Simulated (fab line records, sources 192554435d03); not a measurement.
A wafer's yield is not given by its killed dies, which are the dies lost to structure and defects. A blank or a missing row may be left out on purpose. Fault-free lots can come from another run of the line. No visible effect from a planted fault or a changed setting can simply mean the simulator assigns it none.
fab line records	flow n5_finfet
[record] lots = 6	wafers = 18	last_day = 17
route steps=1938 shown FIN_SAQP@118 BEOL_M4@1111 PASSIVATION@1936
lots that met no fault: from a run of the same line without faults
start_h: start of the lot's first displayed wafer, in hours after the record's first day	wait_h: hours elapsed since this lot's preceding step	" unchanged from the row above	L1.1+2: several wafers, shown together as one row	- value missing, or start not given	* or withheld: withheld	< > ~ a bound
route shown NAME@n: a module of which the file shows steps, and the number in the route of the first	usual: average and standard deviation across the fault-free wafers	same: alike in all rows	chamber/n: place in a boat	sites: readings site by site	_std_site: their standard deviation	_edge_site: the outer-site mean with the inner-site mean subtracted	radius_mm: for every site, how far away it sits from the centre of the wafer	mask NAME#n: copy n	behind: the most recent tool/chamber to have shaped the wafer	hold: what put the lot on hold/how long, in hours/how the hold closed	device: names the non-switching transistor (n, p or np)	end of line: the tests these same wafers got at the end of their route	a step with no rows: only its recipe	killed: dies lost to structure and defects at the first sort, not the wafer's yield	map: per-die view of a wafer (x killed, . not killed, _ where there is no die)
set.NAME: setting as actually run; set.NAME@STEP: the setting as run at that earlier step	model.NAME: the simulator's own value behind a step, which no gauge read
lots at some steps of the route; a table a step, a row a wafer
services: a tool's chamber out of use, with start hour (start_h, from the record's first day; less than 0 if before it), hours out, and reason
[[steps]]
[step N5_FIN_SAQP_HM_OPEN_73]
[recipe] chemistry = CHF3/O2	target = SiO2	stop_on = a-Si	target_depth_a = 120	over_etch_frac = 1.8	mask_material = SOC	time_s = 16.8	pressure_mtorr = 30	source_w = 650	bias_w = 170	Ar_flow_sccm = 200	CHF3_flow_sccm = 50	O2_flow_sccm = 5	ion_energy_ev = 200	ends = end_point
[usual] O2_flow_sccm = 5.003/0.014	drypump_motor_current_A = 5.7/0.36	mfc_ar_sccm = 199.9/0.61	oes_product_au = 0.47/0.055	rf_vpp_V = 519/21	showerhead_plenum_p_Torr = 2.39/0.047	throttle_valve_pct = 18.90/0.16
lot.wafer	tool	chamber	start_h	wait_h	O2_flow_sccm	drypump_motor_current_A	mfc_ar_sccm	oes_product_au	rf_hours_counter_h	rf_vpp_V	showerhead_plenum_p_Torr	throttle_valve_pct
L504.1	rie_diel-06	2	35.90	0.0	5.000	5.5	199.7	0.48	132	537	2.40	18.95
L504.2	"	3	"	"	5.032	5.5	199.7	0.58	6	526	2.39	18.69
L504.3	"	0	"	"	4.968	5.7	200.3	0.42	203	485	2.40	18.93
L505.1	rie_diel-04	3	40.26	0.0	5.020	5.5	199.1	0.50	76	517	2.37	18.86
L505.4	"	0	"	"	5.018	6.1	199.7	0.45	165	509	2.50	18.79
L505.5	"	2	"	"	4.968	6.0	200.0	0.44	-	502	2.40	18.78
L513.2	rie_diel-06	2	89.14	0.0	5.014	5.5	199.8	0.45	155	537	2.40	19.00
L513.3	"	3	"	"	4.983	5.5	200.4	0.54	27	523	2.38	18.73
L513.6	"	1	"	"	4.978	6.2	200.6	0.59	-	556	2.35	18.84
L516.1	rie_diel-04	0	105.92	0.0	5.008	6.1	199.7	0.44	188	508	2.49	18.83
L516.2	"	1	"	"	5.017	5.1	199.9	0.46	127	512	2.34	19.18
L516.3	"	3	"	"	4.999	5.5	200.6	0.47	96	514	2.36	18.90
L517.2	rie_diel-06	3	113.00	0.0	5.029	5.5	200.2	0.53	36	524	2.38	18.73
L517.4	"	0	"	"	5.007	5.7	200.3	0.41	230	486	2.39	18.95
L517.6	"	1	"	"	4.976	6.2	200.7	0.58	-	556	2.35	18.85
L524.1	rie_diel-06	1	153.90	0.0	5.013	6.2	200.6	0.55	28	555	2.34	18.89
L524.3	"	3	"	"	5.015	5.5	199.9	0.53	52	525	2.37	18.77
L524.6	"	0	"	"	5.012	5.7	199.9	0.40	-	486	2.38	18.98
[step N5_FIN_SAQP_STRIP_74]
[recipe] chemistry = CHF3/O2	resist = SiARC	rf_frequency_hz = 6e+07
[step N5_FIN_SAQP_MANDREL_ETCH_22]
[recipe] target_depth_a = 600	chemistry = HBr/Cl2	target = a-Si	stop_on = SiNx	bt_time_s = 10	over_etch_frac = 0.5	time_s = 30	pressure_mtorr = 10	icp_w = 800	bias_w = 75	HBr_flow_sccm = 150	Cl2_flow_sccm = 80	ends = end_point
[usual] HBr_flow_sccm = 150.0/0.45	drypump_motor_current_A = 5.8/0.39	oes_product_au = 0.766/0.013	throttle_valve_pct = 35.2/0.39
lot.wafer	tool	chamber	start_h	wait_h	HBr_flow_sccm	drypump_motor_current_A	oes_product_au	rf_hours_counter_h	throttle_valve_pct
L504.1	rie_si-02	2	35.98	0.0	149.7	5.4	0.758	49	35.6
L504.2	"	3	"	"	150.8	5.6	0.767	96	35.0
L504.3	"	0	"	"	149.5	6.2	0.757	100	35.1
L505.1	rie_si-05	0	40.34	0.0	150.0	6.0	0.759	86	35.8
L505.4	"	1	"	"	150.0	6.1	0.781	-	34.8
L505.5	"	0	"	"	149.7	6.1	0.783	-	35.8
L513.2	rie_si-05	3	89.22	0.0	150.0	6.1	0.749	16	35.5
L513.3	"	1	"	"	149.9	6.1	0.773	19	34.9
L513.6	"	0	"	"	149.9	6.0	0.785	-	35.8
L516.1	rie_si-03	3	106.01	0.0	149.9	5.2	0.764	82	35.6
L516.2	"	1	"	"	149.8	6.4	0.787	11	35.0
L516.3	"	2	"	"	150.1	5.6	0.753	129	34.7
L517.2	rie_si-03	3	113.08	0.0	150.3	5.2	0.758	82	35.6
L517.4	"	0	"	"	149.5	5.5	0.751	192	34.7
L517.6	"	0	"	"	150.4	5.5	0.754	-	34.6
L524.1	rie_si-05	3	153.98	0.0	150.1	6.1	0.763	17	35.5
L524.3	"	0	"	"	149.7	6.0	0.787	88	35.8
L524.6	"	3	"	"	150.1	6.1	0.758	-	35.5
[step N5_FIN_SAQP_STRIP_55]
[recipe] chemistry = N2/H2	power_w = 500	temp_c = 40	pressure_mtorr = 50	rf_frequency_hz = 6e+07	overash_fraction = 0.3	bias_power_w = 28	h2_frac = 0.5	n2_flow_sccm = 300	h2_flow_sccm = 300
[step N5_FIN_SAQP_STRIP_23]
[recipe] chemistry = SPM	time_s = 750	temp_c = 130	h2so4_h2o2_vol_ratio = 4
[step N5_FIN_SAQP_SRD_66]
[recipe] dry = ipa_marangoni	time_s = 30	temp_c = 23	rinse_liquid = diw
[step N5_FIN_SAQP_RECESS_75]
[recipe] chemistry = HF/NH3	target = SiO2	target_depth_a = 144	afs_cycles = 3	temp_c = 30	sublimation_temp_c = 180	sublimation_time_s = 60
[step N5_FIN_SAQP_SPACER1_ALD_24]
[recipe] material = SiO2	target_thk_a = 203	temp_c = 300	ald_precursor_family = BDEAS	ald_co_reactant = O2-plasma	pulse_time_s = 1	purge_time_s = 2	co_reactant_purge_time_s = 2	ald_cycles = 218	pressure_torr = 2
[step N5_FIN_SAQP_SPACER1_ETCHBACK_25]
[recipe] chemistry = CHF3/O2	mode = anisotropic_etchback	target = SiO2	target_depth_a = 244	time_s = 12.2	pressure_mtorr = 30	source_w = 650	bias_w = 170	Ar_flow_sccm = 200	CHF3_flow_sccm = 50	O2_flow_sccm = 5	ion_energy_ev = 200
[usual] O2_flow_sccm = 5.001/0.014	drypump_motor_current_A = 5.6/0.39	mfc_ar_sccm = 199.9/0.58	oes_product_au = 0.78/0.086	rf_vpp_V = 519/17	showerhead_plenum_p_Torr = 2.40/0.059	throttle_valve_pct = 18.93/0.19
lot.wafer	tool	chamber	start_h	wait_h	O2_flow_sccm	drypump_motor_current_A	mfc_ar_sccm	oes_product_au	rf_hours_counter_h	rf_vpp_V	showerhead_plenum_p_Torr	throttle_valve_pct
L504.1	rie_diel-06	1	37.74	0.5	5.007	6.1	200.5	0.66	241	554	2.36	19.39
L504.2	"	3	"	"	5.012	5.5	200.3	0.98	7	524	2.39	18.78
L504.3	"	2	"	"	4.979	5.5	200.3	0.78	133	537	2.40	19.04
L505.1	rie_diel-04	1	41.89	0.4	4.991	5.1	200.3	0.79	106	513	2.35	19.24
L505.4	"	2	"	"	5.015	6.0	200.5	0.73	163	502	2.40	18.86
L505.5	"	3	"	"	5.012	5.5	200.1	0.84	-	515	2.37	18.93
L513.2	rie_diel-04	1	91.61	0.4	4.995	5.2	199.4	0.79	123	511	2.34	19.24
L513.3	"	3	"	"	5.005	5.5	200.1	0.82	92	515	2.36	18.99
L513.6	"	3	"	"	5.012	5.5	200.7	0.81	-	513	2.36	18.96
L516.1	rie_diel-02	1	107.53	0.4	4.982	5.6	200.1	0.73	176	508	2.29	18.67
L516.2	"	2	"	"	4.990	4.8	199.3	0.77	155	515	2.47	18.68
L516.3	"	3	"	"	5.012	5.2	200.1	0.93	24	527	2.37	19.00
L517.2	rie_diel-02	3	114.62	0.4	5.016	5.2	199.6	0.91	26	525	2.37	18.99
L517.4	"	1	"	"	4.977	5.7	200.0	0.73	178	510	2.29	18.66
L517.6	"	0	"	"	5.009	5.9	199.3	0.72	-	541	2.49	18.84
L524.1	rie_diel-04	2	155.78	0.4	5.009	6.0	200.4	0.71	200	500	2.39	18.90
L524.3	"	0	"	"	5.000	6.1	199.9	0.72	204	510	2.48	18.92
L524.6	"	1	"	"	5.004	5.1	201.4	0.76	-	512	2.33	19.28
[step N5_FIN_SAQP_MANDREL1_REMOVE_56]
[recipe] chemistry = HBr/Cl2/O2	bt_time_s = 10	target = a-Si	stop_on = SiNx	endpoint = OES-SiCl	over_etch_frac = 1	icp_w = 600	bias_w = 22	HBr_flow_sccm = 150	Cl2_flow_sccm = 80	O2_flow_sccm = 5	pressure_mtorr = 10
[step N5_FIN_SAQP_CD_MEAS_27]
[recipe] target_cd_nm = 20	landing_energy_ev = 1000	detector = se_inlens	polarity = line
[usual] cd_nm = 20.32/0.26
lot.wafer	tool	chamber	start_h	wait_h	cd_nm
L504.1	cd_sem-01	0	37.94	0.1	20.50
L504.2	"	0	"	"	20.35
L504.3	"	0	"	"	20.06
L505.1	cd_sem-02	0	42.09	0.1	20.44
L505.4	"	0	"	"	20.10
L505.5	"	0	"	"	20.72
L513.2	cd_sem-02	0	91.82	0.1	20.22
L513.3	"	0	"	"	20.48
L513.6	"	0	"	"	19.92
L516.1	cd_sem-01	0	107.73	0.1	20.20
L516.2	"	0	"	"	20.47
L516.3	"	0	"	"	20.42
L517.2	cd_sem-01	0	114.83	0.1	20.28
L517.4	"	0	"	"	19.83
L517.6	"	0	"	"	20.67
L524.1	cd_sem-01	0	155.98	0.1	20.78
L524.3	"	0	"	"	20.78
L524.6	"	0	"	"	20.22
[step N5_FIN_SAQP_ETCH_57]
[recipe] chemistry = CH3F/O2	target = SiNx	mask_material = SiO2	target_depth_a = 325	time_s = 46.4	pressure_mtorr = 30	source_w = 395	bias_w = 73	Ar_flow_sccm = 150	CH3F_flow_sccm = 30	O2_flow_sccm = 20	ion_energy_ev = 120	ends = cleared
[usual] O2_flow_sccm = 20.00/0.062	drypump_motor_current_A = 5.6/0.4	etch_rf_on_time_s = 46.7/1.3	mfc_ar_sccm = 150.0/0.52	oes_product_au = 0.66/0.07	rf_vpp_V = 294/9.2	showerhead_plenum_p_Torr = 1.98/0.052	throttle_valve_pct = 16.37/0.18
lot.wafer	tool	chamber	start_h	wait_h	O2_flow_sccm	drypump_motor_current_A	etch_rf_on_time_s	mfc_ar_sccm	oes_product_au	rf_hours_counter_h	rf_vpp_V	showerhead_plenum_p_Torr	throttle_valve_pct
L504.1	rie_diel-04	2	38.03	0.1	20.04	6.0	46.8	150.5	0.62	160	286	1.99	16.30
L504.2	"	1	"	"	20.02	5.1	45.2	150.7	0.68	103	291	1.94	16.61
L504.3	"	3	"	"	19.97	5.5	44.4	149.8	0.72	74	293	1.97	16.41
L505.1	rie_diel-06	3	42.14	0.0	19.90	5.5	46.3	149.9	0.82	9	298	1.98	16.20
L505.4	"	0	"	"	19.89	5.7	48.0	149.2	0.59	206	276	1.99	16.46
L505.5	"	2	"	"	20.02	5.5	47.7	149.3	0.66	-	304	2.00	16.48
L513.2	rie_diel-06	0	91.87	0.0	20.02	5.7	46.4	149.9	0.58	223	277	1.99	16.49
L513.3	"	2	"	"	20.10	5.5	47.6	149.5	0.65	156	305	1.99	16.53
L513.6	"	1	"	"	20.01	6.2	45.3	150.0	0.84	-	314	1.96	16.36
L516.1	rie_diel-04	1	107.78	0.0	19.86	5.1	45.8	149.5	0.66	127	289	1.94	16.64
L516.2	"	0	"	"	20.04	6.1	47.5	150.3	0.63	188	289	2.07	16.35
L516.3	"	3	"	"	20.05	5.5	45.3	150.7	0.69	97	293	1.96	16.45
L517.2	rie_diel-04	0	114.96	0.1	19.99	6.1	47.0	149.9	0.63	191	290	2.07	16.38
L517.4	"	3	"	"	20.02	5.5	46.4	149.9	0.69	99	291	1.96	16.45
L517.6	"	2	"	"	20.07	6.0	48.6	149.8	0.61	-	285	1.98	16.37
L524.1	rie_diel-04	1	156.03	0.0	20.06	5.1	46.8	149.9	0.65	143	291	1.93	16.68
L524.3	"	2	"	"	20.00	6.0	48.9	149.8	0.60	200	284	1.98	16.35
L524.6	"	2	"	"	20.04	6.0	48.4	150.1	0.61	-	285	1.98	16.39
[step N5_FIN_SAQP_ETCH_65]
[recipe] chemistry = CF4	target = SiO2	target_depth_a = 40	ion_energy_ev = 350	time_s = 4.4	pressure_mtorr = 10	icp_w = 800	bias_w = 400	cf4_flow_sccm = 80
[usual] drypump_motor_current_A = 5.9/0.37	oes_product_au = 0.986/0.021	throttle_valve_pct = 21.8/0.32
lot.wafer	tool	chamber	start_h	wait_h	drypump_motor_current_A	oes_product_au	rf_hours_counter_h	throttle_valve_pct	model.etch.depth_nm
L504.1	rie_si-03	3	38.14	0.1	5.1	0.977	80	22.0	3.817
L504.2	"	2	"	"	5.6	0.978	128	21.4	3.952
L504.3	"	1	"	"	6.4	1.002	10	22.0	3.816
L505.1	rie_si-05	1	42.25	0.1	6.1	0.974	18	21.6	3.796
L505.4	"	3	"	"	6.1	0.998	-	22.0	3.976
L505.5	"	1	"	"	6.1	0.991	-	21.6	3.843
L513.2	rie_si-05	1	91.98	0.1	6.1	0.990	19	21.6	3.837
L513.3	"	0	"	"	6.1	1.302	87	22.3	5.857
L513.6	"	1	"	"	6.1	1.350	-	21.7	6.109
L516.1	rie_si-03	0	107.88	0.1	5.5	0.974	191	21.5	3.945
L516.2	"	2	"	"	5.6	0.985	129	21.4	3.97
L516.3	"	3	"	"	5.1	0.974	82	22.0	3.814
L517.2	rie_si-05	1	115.07	0.1	6.1	0.979	19	21.6	3.832
L517.4	"	3	"	"	6.1	0.988	16	22.0	3.92
L517.6	"	3	"	"	6.1	1.336	-	22.1	6.212
L524.1	rie_si-02	3	156.14	0.1	5.5	0.983	99	21.5	3.933
L524.3	"	1	"	"	6.0	0.963	146	21.5	3.924
L524.6	"	0	"	"	6.2	0.999	-	21.3	4.055
[step N5_FIN_SAQP_MANDREL_ETCH_58]
[recipe] chemistry = HBr/Cl2	target = a-Si	target_depth_a = 450	bt_time_s = 10	stop_on = SiNx	mask_material = SiO2	over_etch_frac = 0.8	time_s = 27	pressure_mtorr = 10	icp_w = 800	bias_w = 75	HBr_flow_sccm = 150	Cl2_flow_sccm = 80	ends = end_point
[usual] HBr_flow_sccm = 150.0/0.46	drypump_motor_current_A = 5.9/0.37	oes_product_au = 0.698/0.014	throttle_valve_pct = 35.5/0.41
lot.wafer	tool	chamber	start_h	wait_h	HBr_flow_sccm	drypump_motor_current_A	oes_product_au	rf_hours_counter_h	throttle_valve_pct
L504.1	rie_si-03	3	38.17	0.0	151.2	5.2	0.696	80	35.8
L504.2	"	2	"	"	149.5	5.6	0.686	128	34.9
L504.3	"	1	"	"	149.7	6.4	0.729	10	35.2
L505.1	rie_si-05	1	42.28	0.0	150.2	6.2	0.696	18	35.1
L505.4	"	3	"	"	150.6	6.2	0.684	-	35.7
L505.5	"	1	"	"	149.8	6.1	0.715	-	35.1
L513.2	rie_si-05	1	92.01	0.0	150.6	6.1	0.708	19	35.1
L513.3	"	0	"	"	149.7	6.0	0.688	87	36.0
L513.6	"	1	"	"	150.1	6.1	0.714	-	35.1
L516.1	rie_si-03	0	107.92	0.0	149.8	5.5	0.682	191	34.9
L516.2	"	2	"	"	150.0	5.6	0.682	129	34.8
L516.3	"	3	"	"	150.5	5.1	0.695	82	35.8
L517.2	rie_si-05	1	115.10	0.0	149.6	6.2	0.696	19	35.1
L517.4	"	3	"	"	149.5	6.1	0.702	16	35.6
L517.6	"	3	"	"	149.3	6.1	0.689	-	35.7
L524.1	rie_si-02	3	156.17	0.0	149.1	5.6	0.682	99	35.3
L524.3	"	1	"	"	149.9	5.9	0.675	146	35.2
L524.6	"	0	"	"	150.0	6.2	0.692	-	35.3
[step N5_BEOL_M4_RC_MEAS_101]
[usual] DIBL_N = 37.3/2.3	DIBL_P = 37.4/2.9	IOFF_N = 0.18/0.045	IOFF_P = 0.25/0.054	ION_N = 679/15	ION_P = 468/9.7	SS_N = 71.8/0.62	SS_P = 73.6/0.76	VT_N = 248/4.1	VT_P = -248/3.6
lot.wafer	tool	chamber	start_h	wait_h	DIBL_N[mV/V]	DIBL_P[mV/V]	IOFF_N[nA/um]	IOFF_P[nA/um]	ION_N[uA/um]	ION_P[uA/um]	SS_N[mV/dec]	SS_P[mV/dec]	VT_N[mV]	VT_P[mV]
L505.1	prober-01	0	189.07	0.0	31.8	30.7	0.08	0.13	643	443	70.8	71.7	259	-255
L505.4	"	0	"	"	36.7	38.2	0.16	0.24	678	472	72.2	72.8	252	-248
L505.5	"	0	"	"	34.5	35.6	0.13	0.18	667	467	71.2	72.9	251	-248
L504.1	prober-02	0	189.47	0.0	35.9	35.3	0.17	0.23	682	465	71.6	73.5	248	-248
L504.2	"	0	"	"	37.1	38.7	0.20	0.29	701	480	72.1	74.0	245	-244
L504.3	"	0	"	"	35.6	35.6	0.16	0.22	678	465	71.3	73.4	250	-248
L513.2	prober-02	0	236.62	0.2	37.3	38.8	0.20	0.23	690	473	72.1	74.6	243	-251
L513.3	"	0	"	"	39.6	40.5	0.21	0.26	678	456	72.7	75.0	249	-251
L513.6	"	0	"	"	38.1	38.6	0.18	0.22	669	454	72.2	74.0	250	-252
L516.1	prober-01	0	241.89	0.0	39.3	41.0	0.21	0.29	693	479	72.9	74.2	247	-246
L516.2	"	0	"	"	39.4	41.4	0.20	0.29	695	476	72.3	74.6	247	-247
L516.3	"	0	"	"	36.3	36.9	0.14	0.21	662	460	72.1	73.8	253	-251
L517.2	prober-01	0	262.46	0.2	36.2	34.5	0.16	0.22	669	462	71.3	73.0	248	-248
L517.4	"	0	"	"	37.2	37.1	0.18	0.26	674	463	71.6	73.6	248	-244
L517.6	"	0	"	"	43.3	43.2	0.35	0.41	720	493	73.3	75.6	239	-240
L524.1	prober-01	0	300.52	0.0	35.7	35.9	0.15	0.20	665	462	71.9	72.8	253	-251
L524.3	"	0	"	"	38.5	39.3	0.19	0.26	687	470	72.2	74.0	247	-245
L524.6	"	0	"	"	37.6	38.3	0.18	0.24	690	468	72.0	74.0	247	-249
[step N5_PASSIVATION_PROBE_49]
[usual] defect_limited_yield = 91.3/1.5	killed_at_M0_to_M3 = 35/8.7	killed_at_M4_up = 14/5.5	killed_at_contacts = 11/5.6	killed_at_front_end = 39/13	killed_at_other = 3.7/2.2	killed_dies = 103/18	killed_open = 69/14	killed_short = 33/7.8	sort_bin_4_leakage = 0.02/0.15	sort_bin_5_function = 5.1/0.99	sort_bin_6_memory = 3.3/0.67	sort_bin_8_speed = 0.02/0.17	sort_n_pass = 1077/18	sort_yield_pct = 91.2/1.5
[same] gross_dies = 1180	killed_at_back_side = 0
lot.wafer	tool	chamber	start_h	wait_h	defect_limited_yield[%]	killed_at_M0_to_M3	killed_at_M4_up	killed_at_contacts	killed_at_front_end	killed_at_other	killed_dies	killed_open	killed_short	sort_bin_4_leakage[%]	sort_bin_5_function[%]	sort_bin_6_memory[%]	sort_bin_8_speed[%]	sort_n_pass	sort_yield_pct[%]
L513.2	prober-02	-	350.47	0.1	91.4	54	9	13	23	2	101	73	28	0	5.1	3.0	0	1079	91.4
L513.6	prober-02	-	350.67	0.3	92.5	37	7	26	14	4	88	67	21	0	4.5	2.6	0	1092	92.5
// killed by level:class
L513.2 BEOL_M2:geometric_particle:open=15 MOL_CONTACT_COAG:geometric_particle:open=9 BEOL_M0_SAQP:geometric_particle:short=8 BEOL_M1:geometric_particle:open=8 BEOL_M0_SAQP:geometric_particle:open=7 BEOL_M3:geometric_particle:open=7 FIN_SAQP:geometric_particle:open=5 GATE_CUT:geometric_particle:short=5
L513.6 MOL_CONTACT_COAG:geometric_particle:open=24 BEOL_M0_SAQP:geometric_particle:open=8 BEOL_M0:geometric_particle:open=8 BEOL_M2:geometric_particle:open=7 FIN_SAQP:geometric_particle:open=5 BEOL_M0_SAQP:geometric_particle:short=4 BEOL_M4:geometric_particle:open=4 BEOL_M2:geometric_particle:short=3
[[services]]
tool	chamber	start_h	hours	kind
rie_diel-06	2	12.79	1.6	repair
rie_diel-02	-	18.38	22.0	repair
rie_si-05	2	22.89	26.5	repair
rie_si-02	1	26.71	5.8	repair
rie_diel-04	0	29.17	9.4	repair
rie_diel-06	0	57.42	4.3	repair
rie_diel-02	2	60.12	4.3	repair
rie_diel-06	1	61.97	-	clean
rie_diel-06	1	61.97	-	consumable_replace:focus_ring
rie_diel-06	1	61.97	16.0	scheduled_down
rie_diel-06	1	61.97	16.0	vent_cycle
rie_diel-04	3	69.58	3.5	repair
rie_diel-02	1	71.49	3.0	repair
rie_si-03	1	77.27	4.5	repair
rie_si-03	3	118.07	9.2	repair
rie_si-02	0	123.21	20.2	repair
rie_si-02	1	123.39	32.4	repair
rie_si-05	2	145.28	15.9	repair
rie_diel-06	2	148.52	29.0	repair
rie_si-03	3	152.62	1.6	repair
[[key]]
[first_sign] step = N5_FIN_SAQP_ETCH_65	reading = oes_product_au	direction = up	sigmas = 16	usual = 0.986	struck = 1.329
effect none on later readings
[model_effect] step = N5_FIN_SAQP_ETCH_65	value = etch.depth_nm	without = 3.852	struck = 6.059
met_at N5_FIN_SAQP_ETCH_65
struck_wafers L513.3,L513.6,L517.6
onset_between 42.25 91.98
[fault] kind = process_parameter_drift	tool = rie_si-05	chamber = -	onset_h = 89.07	steps = N5_FIN_SAQP_ETCH_65	channel = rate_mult	offset = 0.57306	shape = step	end_h = 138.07	scope = struck_wafers_only
